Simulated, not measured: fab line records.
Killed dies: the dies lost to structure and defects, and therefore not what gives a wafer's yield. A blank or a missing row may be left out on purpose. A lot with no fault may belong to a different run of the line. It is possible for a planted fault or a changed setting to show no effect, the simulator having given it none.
Matching of chambers | flow n5-finfet | N5_BEOL_M10_CURE_72 on uv-cure-03 has 3 sister chambers
The step cures SiCOH lowk, time 120 s. 22 wafers are shown with their chamber, then 11 later ones without.

WAFERS, EACH WITH ITS CHAMBER
wafer  | chamber | wafer_temp_C_max | lamp-power-pct (%)
L075.3 | 0       | 371.9            | 52.29
L075.4 | 0       | 371.6            | 52.35
L075.6 | 0       | 371.3            | 52.31
L079.1 | 0       | 372.1            | 52.31
L079.3 | 0       | 371.4            | 52.42
L079.5 | 0       | 371.4            | 52.30
L080.1 | 1       | 372.7            | 52.31
L080.4 | 1       | 372.1            | 52.38
L080.5 | 1       | 372.9            | 52.31
L078.1 | 2       | 372.1            | 52.26
L078.4 | 2       | 372.4            | 52.33
L078.5 | 2       | 372.0            | 52.26
L084.2 | 1       | 372.5            | 52.36
L084.5 | 1       | 372.6            | 52.33
L084.6 | 1       | 373.1            | 52.26
L083.1 | 0       | 371.5            | 52.46
L083.2 | 0       | 371.5            | 52.24
L083.4 | 0       | 371.6            | 52.32
L089.1 | 0       | 371.6            | 52.32
L089.3 | 0       | 371.6            | 52.31
L089.5 | 0       | 371.8            | 52.29
L087.3 | 1       | 372.8            | 52.41

SIGNATURES (averages over the wafers above)
reading          | chamber 0 | chamber 1 | chamber 2 | scatter within a chamber
wafer_temp_C_max | 371.608   | 372.671   | 372.167   | 0.259
lamp-power-pct   | 52.3267   | 52.3371   | 52.2833   | 0.0549
Rule: a wafer's distance from a chamber is the root of the sum, over the readings, of the square of ((its reading less the chamber's mean) divided by the reading's scatter). The wafer belongs to the nearest chamber; if the next one is less than 2 further off, it can't be placed. How the scatter is found: for the shown wafers, subtract from each reading the mean of its chamber, square and add these, divide the total by (wafers less chambers), then take the root.

WAFERS MISSING THEIR CHAMBER
wafer  | wafer_temp_C_max | lamp-power-pct (%)
L087.4 | 372.7            | 52.23
L087.5 | 372.2            | 52.37
L090.1 | 372.3            | 52.32
L090.2 | 372.3            | 52.35
L090.6 | 372.4            | 52.29
L092.2 | 373.1            | 52.35
L092.4 | 372.0            | 52.41
L092.6 | 372.8            | 52.32
L096.1 | 372.1            | 52.27
L096.3 | 373.6            | 52.36
L096.5 | 371.8            | 52.39

CHAMBER TAKEN BY EACH
wafer  | from the rows above          | in truth
L087.4 | can't be placed: 1 or 2      | 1
L087.5 | can't be placed: 2 or 1 or 0 | 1
L090.1 | can't be placed: 2 or 1 or 0 | 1
L090.2 | can't be placed: 2 or 1 or 0 | 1
L090.6 | can't be placed: 2 or 1      | 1
L092.2 | 1                            | 1
L092.4 | can't be placed: 0 or 2 or 1 | 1
L092.6 | can't be placed: 1 or 2      | 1
L096.1 | can't be placed: 2 or 0      | 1
L096.3 | 1                            | 1
L096.5 | can't be placed: 0 or 2      | 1
Correctly placed: 2 of 11. Not placeable from these rows: 9 (in 7, the candidates include the true chamber). Number placed wrongly: 0.
